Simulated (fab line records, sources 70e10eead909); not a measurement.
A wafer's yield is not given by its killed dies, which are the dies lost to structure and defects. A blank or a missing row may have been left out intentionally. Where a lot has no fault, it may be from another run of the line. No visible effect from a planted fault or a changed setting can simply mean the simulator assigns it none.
Commonality check across tools ; flow nandHarc ; 11 lots, 33 wafers sampled

## WHAT PROMPTED THE OPENING
At NHARC_P_GATE_CD_MEAS_46 the reading cdNm is flagged on 1 of 11 lots. Wafers without a fault read 720.5 nm, standard deviation 1.9.
Rule: flag the lot when none of its wafers has a number, or when each of its wafers that has one lies beyond 4 standard deviations from that mean. The other lots count as sound.

lot;measured;on;cdNm (nm), wafer by wafer;flag
L994;day 5 23:51;cdSem-01;655.0 654.9 654.3;FLAGGED
L104;day 8 12:19;cdSem-01;719.6 718.9 723.7;
L105;day 8 13:11;cdSem-01;719.9 720.9 721.1;
L106;day 8 18:40;cdSem-02;722.1 722.0 722.5;
L107;day 9 00:26;cdSem-02;718.3 719.9 718.4;
L108;day 9 08:13;cdSem-01;720.7 720.9 721.8;
L109;day 9 13:42;cdSem-02;722.4 722.4 719.6;
L111;day 9 18:29;cdSem-02;719.5 720.2 717.9;
L110;day 9 19:37;cdSem-01;718.7 719.7 717.4;
L113;day 10 11:58;cdSem-03;724.8 722.3 721.9;
L115;day 10 19:07;cdSem-02;722.2 721.0 721.4;
On average the flagged lots' numbers are 654.7 nm, which is -65.8 nm against the usual, or -35 standard deviations.

## WHICH TOOL RAN EACH LOT
The record holds 1 process step before the reading, out of a route of 1159 steps. Every cell lists first the tool, next ch and the chambers used by the sampled wafers, and last the start.
lot;flag;NHARC_P_GATE_EXPOSE_43
L994;FLAGGED;krfScanner-02 ch 0, day 5 23:41
L104;;krfScanner-02 ch 0, day 8 12:10
L105;;krfScanner-03 ch 0, day 8 13:01
L106;;krfScanner-02 ch 0, day 8 18:31
L107;;krfScanner-04 ch 0, day 9 00:17
L108;;krfScanner-04 ch 0, day 9 08:04
L109;;krfScanner-04 ch 0, day 9 13:33
L111;;krfScanner-03 ch 0, day 9 18:20
L110;;krfScanner-03 ch 0, day 9 19:28
L113;;krfScanner-02 ch 0, day 10 11:49
L115;;krfScanner-03 ch 0, day 10 18:57
What these steps do:
- NHARC_P_GATE_EXPOSE_43: exposes mask P NSD, target cd 720 nm.
- NHARC_P_GATE_CD_MEAS_46: target cd 720 nm.

## FLAGGED OVER TOTAL, TOOL BY TOOL (the gauges that took the reading come last)
step;tool;lots run;flagged;share of the flagged lots;sound lots run after its first flagged lot
NHARC_P_GATE_EXPOSE_43;krfScanner-02;4;1;all;3 (L104,L106,L113)
NHARC_P_GATE_EXPOSE_43;krfScanner-03;4;0;none;-
NHARC_P_GATE_EXPOSE_43;krfScanner-04;3;0;none;-
NHARC_P_GATE_CD_MEAS_46;cdSem-01;5;1;all;4 (L104,L105,L108,L110)
NHARC_P_GATE_CD_MEAS_46;cdSem-02;5;0;none;-
NHARC_P_GATE_CD_MEAS_46;cdSem-03;1;0;none;-

## THE TABLE: WHAT IT ALLOWS
Every flagged lot went through 2 rows of the table: krfScanner-02 at NHARC_P_GATE_EXPOSE_43 and cdSem-01 at NHARC_P_GATE_CD_MEAS_46.
- krfScanner-02 at NHARC_P_GATE_EXPOSE_43: 1 of its 4 lots flagged. Lots that were sound ran on it after the first flagged one (L104, L106, L113); a persistent fault on the entire tool would not allow that.
- cdSem-01 at NHARC_P_GATE_CD_MEAS_46: 1 of its 5 lots flagged. Lots that were sound ran on it after the first flagged one (L104, L105, L108, L110); a persistent fault on the entire tool would not allow that.
None of the table's rows ran every flagged lot and, after the first, no sound lot.

## WHAT THE SIMULATOR HAD INSERTED
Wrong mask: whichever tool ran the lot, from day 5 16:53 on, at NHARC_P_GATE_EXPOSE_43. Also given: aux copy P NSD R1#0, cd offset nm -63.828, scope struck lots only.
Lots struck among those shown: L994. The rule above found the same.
